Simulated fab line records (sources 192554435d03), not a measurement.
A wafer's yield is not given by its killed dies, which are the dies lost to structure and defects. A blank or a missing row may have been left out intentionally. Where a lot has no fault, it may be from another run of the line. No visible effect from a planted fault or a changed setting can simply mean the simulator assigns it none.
fab line records -- flow n5-finfet -- part 2 of 2: steps 5 to 6 of 6
[record] lots = 23, wafers = 69, last-day = 18
route steps=1938 shown BEOL_M15@1804 MIM_TOP@1835 MIM_BOT_LITHO@1865
lots with no fault: from the same line, run without faults
start-h: the number of hours between the record's first day and the start of the first shown wafer of the lot -- wait-h: hours elapsed since this lot's preceding step -- " repeats the value in the row above -- L1.1+2: a row that stands for several wafers -- - value missing, or start not given -- * or withheld: withheld -- < > ~ a bound
route shown NAME@n: a module of which the file shows steps, and the number in the route of the first -- usual: the fault-free wafers' mean and standard deviation -- same: alike in all rows -- chamber/n: place in a boat -- sites: each site's reading -- _std_site: standard deviation of those values -- _edge_site: the outer-site mean with the inner-site mean subtracted -- radius-mm: for every site, how far away it sits from the centre of the wafer -- mask NAME#n: copy n -- behind: the tool/chamber that last shaped the wafer -- hold: reason for holding the lot/hours on hold/outcome of the hold -- device: transistor that didn't switch, given as n, p or np -- end of line: tests of these same wafers at the route's end -- for a step that has no rows: nothing shown but its recipe -- killed: dies that structure and defects cost at the first sort, which is not the same as the wafer's yield -- map: dies across one wafer; x = killed, . = not, _ = none there
set.NAME: the setting the step ran with; set.NAME@STEP: the setting that earlier step ran with -- model.NAME: the simulator's own value behind a step, which no gauge read
a sample of lots followed through the steps of the route, with each step as a table and each wafer as a row
services: when a tool's chamber went out of use (start-h, in hours from the record's first day, below 0 if earlier), for how many hours, and the reason
[[steps]]
[step N5_MIM_TOP_ALD_02]
[recipe] material = Al2O3, target-thk-a = *, temp-c = withheld, ald-precursor-family = TMA, ald-co-reactant = O3, pulse-time-s = withheld, purge-time-s = 3, co-reactant-purge-time-s = withheld, co-reactant-pulse-time-s = 3, ald-cycles = withheld
[usual] precursor-pulse-height-rel = 1.002/0.02
lot.wafer,tool,chamber,start-h,wait-h,precursor-pulse-height-rel
L074.3,ald-hk-03,1,-,-,0.966
L074.4,ald-hk-03,2,-,-,1.008
L074.5,ald-hk-03,3,-,-,1.011
L076.4,ald-hk-01,0,-,-,1.012
L076.5,ald-hk-01,2,-,-,1.039
L076.6,ald-hk-01,1,-,-,0.987
L077.2,ald-hk-01,3,-,-,1.025
L077.3,ald-hk-01,2,-,-,1.021
L077.4,ald-hk-01,0,-,-,1.018
L078.2,ald-hk-01,1,-,-,1.023
L078.4,ald-hk-01,0,-,-,1.009
L078.6,ald-hk-01,1,-,-,0.964
L079.4,ald-hk-01,3,-,-,1.013
L079.5,ald-hk-01,3,-,-,0.977
L079.6,ald-hk-01,2,-,-,1.052
L075.2,ald-hk-02,1,-,-,1.056
L075.5,ald-hk-02,3,-,-,1.010
L075.6,ald-hk-02,0,-,-,0.998
L080.2,ald-hk-03,2,-,-,1.003
L080.5,ald-hk-03,1,-,-,0.998
L080.6,ald-hk-03,2,-,-,1.017
L081.2,ald-hk-02,2,-,-,1.001
L081.3,ald-hk-02,3,-,-,1.002
L081.5,ald-hk-02,2,-,-,1.027
L082.2,ald-hk-01,0,-,-,0.974
L082.4,ald-hk-01,1,-,-,1.013
L082.5,ald-hk-01,3,-,-,1.003
L084.1,ald-hk-01,0,-,-,1.003
L084.5,ald-hk-01,0,-,-,0.989
L084.6,ald-hk-01,3,-,-,0.983
L083.2,ald-hk-02,3,-,-,0.985
L083.3,ald-hk-02,0,-,-,0.956
L083.6,ald-hk-02,2,-,-,1.047
L086.2,ald-hk-02,1,-,-,0.970
L086.3,ald-hk-02,2,-,-,1.031
L086.5,ald-hk-02,0,-,-,1.007
L085.3,ald-hk-02,3,-,-,0.991
L085.4,ald-hk-02,0,-,-,1.018
L085.5,ald-hk-02,3,-,-,0.980
L087.3,ald-hk-02,2,-,-,1.012
L087.5,ald-hk-02,0,-,-,1.024
L087.6,ald-hk-02,1,-,-,0.967
L088.1,ald-hk-03,2,-,-,1.000
L088.2,ald-hk-03,3,-,-,1.024
L088.3,ald-hk-03,0,-,-,1.013
L089.1,ald-hk-03,3,-,-,1.002
L089.3,ald-hk-03,2,-,-,0.968
L089.6,ald-hk-03,3,-,-,0.980
L090.2,ald-hk-02,2,-,-,0.966
L090.3,ald-hk-02,1,-,-,0.994
L090.6,ald-hk-02,0,-,-,1.005
L091.1,ald-hk-03,0,-,-,1.040
L091.3,ald-hk-03,2,-,-,0.983
L091.4,ald-hk-03,1,-,-,1.001
L092.1,ald-hk-01,3,-,-,1.002
L092.3,ald-hk-01,0,-,-,1.009
L092.6,ald-hk-01,0,-,-,1.003
L093.1,ald-hk-03,2,-,-,0.997
L093.3,ald-hk-03,0,-,-,0.996
L093.6,ald-hk-03,2,-,-,0.997
L094.2,ald-hk-03,1,-,-,1.014
L094.3,ald-hk-03,0,-,-,0.997
L094.6,ald-hk-03,3,-,-,1.020
L095.1,ald-hk-01,3,-,-,1.008
L095.2,ald-hk-01,0,-,-,0.997
L095.5,ald-hk-01,3,-,-,1.019
L097.1,ald-hk-02,1,-,-,1.014
L097.2,ald-hk-02,2,-,-,1.035
L097.5,ald-hk-02,2,-,-,0.993
[step N5_MIM_BOT_LITHO_DESCUM_10]
[recipe] chemistry = O2, time-s = 7.9, source-power-w = 50, bias-power-w = 20, pressure-mtorr = 20, rf-frequency-hz = 2.712e+07, temp-c = 40, o2-flow-sccm = 225
[usual] drypump-motor-current-A = 5.8/0.46, o2-flow-sccm = 225.0/0.64, oes-product-au = 0.84/0.095, rf-fwd-power-W = 49.66/0.18, rf-vpp-V = 243.1/1.3, showerhead-plenum-p-Torr = 2.09/0.07, throttle-valve-pct = 20.39/0.17
lot.wafer,tool,chamber,start-h,wait-h,drypump-motor-current-A,o2-flow-sccm,oes-product-au,rf-fwd-power-W,rf-hours-counter-h,rf-vpp-V,showerhead-plenum-p-Torr,throttle-valve-pct
L074.3,rie-diel-05,1,252.58,0.0,6.2,226.0,0.71,49.62,226,244.1,2.06,20.30
L074.4,rie-diel-05,3,252.58,0.0,5.5,225.4,0.83,49.52,77,245.0,2.22,20.55
L074.5,rie-diel-05,3,252.58,0.0,5.5,224.9,0.83,49.52,-,245.7,2.22,20.55
L076.4,rie-diel-05,0,269.63,0.0,5.6,224.3,0.93,49.30,16,242.3,2.04,20.15
L076.5,rie-diel-05,2,269.63,0.0,5.7,225.8,0.94,49.70,-,242.0,2.06,20.38
L076.6,rie-diel-05,1,269.63,0.0,6.2,224.9,0.70,49.54,-,242.6,2.06,20.30
L077.2,rie-diel-01,3,273.08,0.0,5.9,224.8,0.86,49.64,55,243.3,2.12,20.41
L077.3,rie-diel-01,0,273.08,0.0,5.6,225.8,0.90,49.57,42,246.1,2.20,20.31
L077.4,rie-diel-01,1,273.08,0.0,6.5,225.7,0.98,49.74,4,243.7,2.08,20.64
L078.2,rie-diel-05,0,280.25,0.0,5.6,225.1,0.92,49.43,20,244.1,2.04,20.16
L078.4,rie-diel-05,2,280.25,0.0,5.7,226.0,0.92,49.64,32,241.7,2.06,20.39
L078.6,rie-diel-05,2,280.25,0.0,5.7,225.4,0.91,49.42,-,242.3,2.06,20.36
L079.4,rie-diel-05,2,283.88,0.0,5.7,224.3,0.91,49.54,34,242.0,2.06,20.37
L079.5,rie-diel-05,3,283.88,0.0,5.5,224.8,0.81,49.58,-,245.4,2.22,20.55
L079.6,rie-diel-05,0,283.88,0.0,5.6,225.4,0.93,49.35,-,241.9,2.04,20.15
L075.2,rie-diel-01,2,289.17,0.0,4.8,224.7,0.71,49.83,232,244.9,2.16,20.67
L075.5,rie-diel-01,2,289.17,0.0,4.8,224.8,0.72,49.89,-,243.0,2.16,20.66
L075.6,rie-diel-01,3,289.17,0.0,5.9,225.2,0.85,49.76,-,243.6,2.11,20.39
L080.2,rie-diel-02,0,297.34,0.0,6.0,225.1,0.75,49.84,149,242.0,1.99,20.32
L080.5,rie-diel-02,1,297.34,0.0,5.4,224.9,0.68,49.80,-,241.9,2.05,20.45
L080.6,rie-diel-02,0,297.34,0.0,6.0,224.6,0.74,49.74,-,242.7,1.99,20.33
L081.2,rie-diel-01,1,304.98,0.0,6.5,223.7,0.95,49.81,14,242.9,2.07,20.64
L081.3,rie-diel-01,3,304.98,0.0,5.9,224.2,0.84,49.65,66,244.5,2.11,20.41
L081.5,rie-diel-01,0,304.98,0.0,5.6,225.0,0.88,49.46,-,245.1,2.20,20.31
L082.2,rie-diel-02,0,324.86,0.3,6.0,225.5,0.74,49.62,159,241.4,1.98,20.36
L082.4,rie-diel-02,3,324.86,0.3,6.5,225.0,0.70,49.66,206,243.0,2.07,20.54
L082.5,rie-diel-02,0,324.86,0.3,6.0,225.6,0.73,49.43,-,242.1,1.98,20.35
L084.1,rie-diel-01,3,327.51,0.0,5.9,224.3,0.82,49.83,74,243.5,2.11,20.44
L084.5,rie-diel-01,1,327.51,0.0,6.5,224.1,0.93,49.72,-,242.5,2.07,20.67
L084.6,rie-diel-01,3,327.51,0.0,5.9,224.7,0.83,49.81,-,242.4,2.11,20.43
L083.2,rie-diel-02,2,331.83,0.1,6.3,224.5,0.81,49.76,100,245.2,2.19,20.25
L083.3,rie-diel-02,0,331.83,0.1,6.0,225.5,0.74,49.66,161,243.1,1.98,20.35
L083.6,rie-diel-02,1,331.83,0.1,5.4,225.8,0.68,49.64,-,242.0,2.04,20.48
L086.2,rie-diel-05,2,336.61,0.0,5.8,225.3,0.89,49.66,53,242.3,2.05,20.42
L086.3,rie-diel-05,2,336.61,0.0,5.7,225.4,0.89,49.58,-,242.4,2.05,20.40
L086.5,rie-diel-05,2,336.61,0.0,5.7,226.3,0.89,49.54,-,241.9,2.05,20.42
L085.3,rie-diel-05,2,345.58,0.2,5.7,224.2,0.87,49.75,-,243.6,2.05,20.42
L085.4,rie-diel-05,1,345.58,0.2,6.2,226.3,1.03,49.67,-,243.2,2.05,20.06
L085.5,rie-diel-05,1,345.58,0.2,6.2,225.4,1.03,49.51,-,241.6,2.05,20.05
L087.3,rie-diel-05,2,350.68,0.1,5.7,225.2,0.87,49.86,-,241.8,2.05,20.43
L087.5,rie-diel-05,1,350.68,0.1,6.3,224.5,1.00,49.74,-,242.1,2.05,20.07
L087.6,rie-diel-05,2,350.68,0.1,5.7,225.1,0.87,49.65,-,240.3,2.05,20.42
L088.1,rie-diel-05,3,354.77,0.6,5.5,224.2,0.78,49.51,112,245.5,2.21,20.59
L088.2,rie-diel-05,1,354.77,0.6,6.2,224.1,0.97,49.68,6,242.9,2.05,20.05
L088.3,rie-diel-05,2,354.77,0.6,5.7,224.9,0.87,49.75,64,241.5,2.05,20.43
L089.1,rie-diel-01,0,355.68,0.0,5.6,226.0,0.86,49.44,70,246.3,2.19,20.34
L089.3,rie-diel-01,1,355.68,0.0,6.5,225.1,0.92,49.71,36,241.7,2.06,20.66
L089.6,rie-diel-01,0,355.68,0.0,5.6,225.5,0.86,49.37,-,245.1,2.19,20.35
L090.2,rie-diel-01,2,365.31,0.0,4.8,224.3,0.97,49.80,3,243.7,2.16,20.28
L090.3,rie-diel-01,3,365.31,0.0,5.9,225.0,0.81,49.64,89,243.1,2.11,20.44
L090.6,rie-diel-01,2,365.31,0.0,4.8,224.8,0.96,50.02,-,243.7,2.16,20.26
L091.1,rie-diel-01,3,370.11,0.0,5.9,226.1,0.81,49.44,91,242.1,2.10,20.44
L091.3,rie-diel-01,2,370.11,0.0,4.8,225.6,0.95,49.96,4,243.2,2.16,20.26
L091.4,rie-diel-01,0,370.11,0.0,5.6,225.3,0.85,49.56,75,244.5,2.19,20.34
L092.1,rie-diel-01,2,370.36,0.0,4.8,224.7,0.95,49.86,4,245.3,2.16,20.27
L092.3,rie-diel-01,0,370.36,0.0,5.6,225.5,0.85,49.41,75,244.5,2.19,20.36
L092.6,rie-diel-01,2,370.36,0.0,4.8,225.1,0.95,49.83,-,243.0,2.16,20.28
L093.1,rie-diel-05,0,376.21,0.0,5.6,224.6,0.87,49.50,48,243.3,2.03,20.19
L093.3,rie-diel-05,1,376.21,0.0,6.2,224.6,0.95,49.72,14,243.0,2.05,20.05
L093.6,rie-diel-05,0,376.21,0.0,5.6,225.7,0.89,49.31,-,242.4,2.03,20.20
L094.2,rie-diel-02,0,382.02,0.0,6.0,225.4,0.71,49.75,184,241.2,1.98,20.37
L094.3,rie-diel-02,1,382.02,0.0,5.5,225.0,0.94,49.95,6,242.5,2.04,20.22
L094.6,rie-diel-02,1,382.02,0.0,5.4,224.8,0.95,49.87,-,242.6,2.04,20.22
L095.1,rie-diel-05,3,400.88,0.0,5.5,225.2,0.77,49.67,130,245.5,2.20,20.63
L095.2,rie-diel-05,2,400.88,0.0,5.7,225.4,0.85,49.75,81,241.8,2.04,20.47
L095.5,rie-diel-05,1,400.88,0.0,6.2,225.4,0.93,49.86,-,241.7,2.05,20.08
L097.1,rie-diel-02,2,415.84,0.0,6.3,224.6,0.78,49.83,135,245.1,2.18,20.30
L097.2,rie-diel-02,3,415.84,0.0,6.6,225.0,0.68,49.73,238,242.4,2.06,20.59
L097.5,rie-diel-02,0,415.84,0.0,6.0,224.9,0.71,49.94,-,241.6,1.97,20.39
[[services]]
tool,chamber,start-h,hours,kind
ald-hk-01,-,237.51,1.2,repair
rie-diel-02,2,248.76,6.5,repair
rie-diel-01,-,253.57,0.8,repair
rie-diel-06,3,270.89,5.3,repair
rie-diel-06,2,275.62,3.6,repair
ald-hk-02,-,278.36,0.8,repair
ald-hk-02,-,302.97,6.0,pm
rie-diel-01,0,325.99,3.7,repair
rie-diel-01,-,335.81,0.4,repair
rie-diel-05,0,336.10,17.6,repair
rie-diel-04,3,337.03,-,clean
rie-diel-04,3,337.03,-,consumable-replace:focus-ring
rie-diel-04,3,337.03,21.8,scheduled-down
rie-diel-04,3,337.03,21.8,vent-cycle
rie-diel-03,1,343.93,-,clean
rie-diel-03,1,343.93,-,consumable-replace:focus-ring
rie-diel-03,1,343.93,22.8,scheduled-down
rie-diel-02,3,345.83,8.4,repair
rie-diel-06,2,345.85,4.4,repair
rie-diel-06,3,376.05,9.4,repair
ald-hk-02,-,377.96,2.8,pm
rie-diel-01,3,391.12,6.7,repair
ald-hk-03,-,394.67,2.8,pm
rie-diel-02,1,396.18,14.1,repair
